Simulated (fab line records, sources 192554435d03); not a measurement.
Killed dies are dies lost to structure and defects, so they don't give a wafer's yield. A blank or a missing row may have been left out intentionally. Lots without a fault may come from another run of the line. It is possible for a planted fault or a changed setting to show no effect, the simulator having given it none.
One fault seen from 2 desks ; flow n5_finfet ; only its own numbers are on each desk; what lay behind them is given at the end

## METROLOGY DESK
Lot by lot, what the gauges showed, no matter which tool ran the lot: averages of those sampled wafers that carry a number. Marked OUT: a lot whose mean sits more than 4 standard deviations from the usual mean, which makes it out of limits; the brackets give that distance. Of its 10 readings 7 are shown: those that lie furthest out on some lot.
Columns: A = DIBL_N at N5_BEOL_M4_RC_MEAS_101, usual 36.4 mV/V; B = DIBL_P at N5_BEOL_M4_RC_MEAS_101, usual 36 mV/V; C = IOFF_P at N5_BEOL_M4_RC_MEAS_101, usual 0.21 nA/um; D = ION_P at N5_BEOL_M4_RC_MEAS_101, usual 464 uA/um; E = SS_P at N5_BEOL_M4_RC_MEAS_101, usual 73.3 mV/dec; F = VT_N at N5_BEOL_M4_RC_MEAS_101, usual 250 mV; G = VT_P at N5_BEOL_M4_RC_MEAS_101, usual -251 mV
lot;first seen here;A;B;C;D;E;F;G
L739;day 8 21:05;37.0;38;0.30;482;73.2;245;-241
L740;day 9 14:45;34.4;33;0.17;462;72.0;251;-253
L748;day 11 09:40;33.7;34;0.19;470;73.2;247;-250
L752;day 12 02:02;38.1;40;0.22;459;74.1;250;-252
L753;day 12 21:01;39.7;40;0.24;468;73.9;249;-250
L754;day 12 22:44;35.6;37;0.17;447;73.0;253;-255
L757;day 14 04:37;37.0;38;0.23;469;73.6;246;-251
L759;day 14 07:26;31.1;31;0.11;446;71.4;258;-261
This desk's verdict: no lot among the 8 shows anything out of limits.

## AT THE TOOL OWNER'S DESK: rie_diel-06
The tool's own readings at N5_HKMG_FIN_ETCH_31 (etches SiARC in CF4, target depth 45.5 nm, time 75.8 s): means of the sampled wafers that have a number, for each lot that ran on this tool. Marked OUT: a lot whose mean sits more than 4 standard deviations from the usual mean, which makes it out of limits; the brackets give that distance.
Columns: A = cf4_flow_sccm at N5_HKMG_FIN_ETCH_31, usual 100.00 sccm; B = drypump_motor_current_A at N5_HKMG_FIN_ETCH_31, usual 5.6 A; C = etch_rf_on_time_s at N5_HKMG_FIN_ETCH_31, usual 75.3 s; D = oes_product_au at N5_HKMG_FIN_ETCH_31, usual 0.68 a.u.; E = rf_vpp_V at N5_HKMG_FIN_ETCH_31, usual 184.1 V; F = showerhead_plenum_p_Torr at N5_HKMG_FIN_ETCH_31, usual 2.14 Torr; G = throttle_valve_pct at N5_HKMG_FIN_ETCH_31, usual 15.55 %
lot;first seen here;A;B;C;D;E;F;G
L740;day 5 05:36;99.82;5.4;74.1;0.73;185.1;2.17;15.46
L748;day 7 02:07;100.09;5.7;84.3 (+4.1) OUT;0.73;185.3;2.18;15.45
This desk finds L748 out of limits, L748 being first, at day 7 02:07 (etch_rf_on_time_s at N5_HKMG_FIN_ETCH_31). L740: within limits.

## TAKEN TOGETHER
At day 7 02:07, on L748, the tool owner's desk was in a position to raise an alarm.
The metrology desk saw nothing out of limits.
The metrology desk holds a record of L748, inside its limits.
On rie_diel-06, each named lot ran N5_HKMG_FIN_ETCH_31.

## WHAT WAS PUT IN BY THE SIMULATOR
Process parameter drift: rie_diel-06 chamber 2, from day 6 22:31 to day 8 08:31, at N5_HKMG_FIN_ETCH_31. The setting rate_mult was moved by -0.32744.
Struck lots among those shown: L748.
Hours from the fault's start to each desk's first reading out of limits: the tool owner's desk, 4.
